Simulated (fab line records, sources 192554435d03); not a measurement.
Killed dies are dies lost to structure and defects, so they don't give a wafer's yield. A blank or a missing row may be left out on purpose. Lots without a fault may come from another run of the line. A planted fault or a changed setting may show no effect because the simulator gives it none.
Chamber matching | flow n5_finfet | N5_STI_FIN_REVEAL_ALD_14 on ald_sin-03: 4 sister chambers
The step deposits Si3N4, target thk 3 nm. 14 wafers are shown with their chamber, then 7 later ones without.

WAFERS WITH THEIR CHAMBER
wafer  | chamber | heater_power_w (W)
L076.1 | 0       | 781
L076.2 | 2       | 935
L076.4 | 1       | 957
L077.2 | 1       | 940
L077.5 | 2       | 937
L077.6 | 1       | 916
L085.1 | 3       | 889
L085.5 | 1       | 923
L085.6 | 2       | 927
L086.1 | 1       | 929
L086.2 | 0       | 804
L086.3 | 2       | 979
L093.1 | 1       | 936
L093.2 | 3       | 875

SIGNATURES (means of the wafers above)
reading        | chamber 0 | chamber 1 | chamber 2 | chamber 3 | scatter within a chamber
heater_power_w | 792.50    | 933.50    | 944.50    | 882.00    | 17.4
Rule: a wafer's distance from a chamber is the root of the sum, over the readings, of the square of ((its reading less the chamber's mean) divided by the reading's scatter). The wafer belongs to the nearest chamber; if the next one is less than 2 further off, it can't be placed. The scatter: the root of (the sum of the squares of (reading less its chamber's mean) over the shown wafers, divided by (wafers less chambers)).

WAFERS WITHOUT THEIR CHAMBER
wafer  | heater_power_w (W)
L093.3 | 951
L093.4 | 788
L093.5 | 956
L093.6 | 875
L096.3 | 952
L096.4 | 878
L096.5 | 946

WHICH CHAMBER EACH WENT THROUGH
wafer  | from the rows above     | in truth
L093.3 | can't be placed: 2 or 1 | 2
L093.4 | 0                       | 0
L093.5 | can't be placed: 2 or 1 | 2
L093.6 | 3                       | 3
L096.3 | can't be placed: 2 or 1 | 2
L096.4 | 3                       | 3
L096.5 | can't be placed: 2 or 1 | 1
Placed correctly: 3 of 7. Can't be placed from these rows: 4 (the true chamber is among the candidates in 4). Placed wrongly: 0.
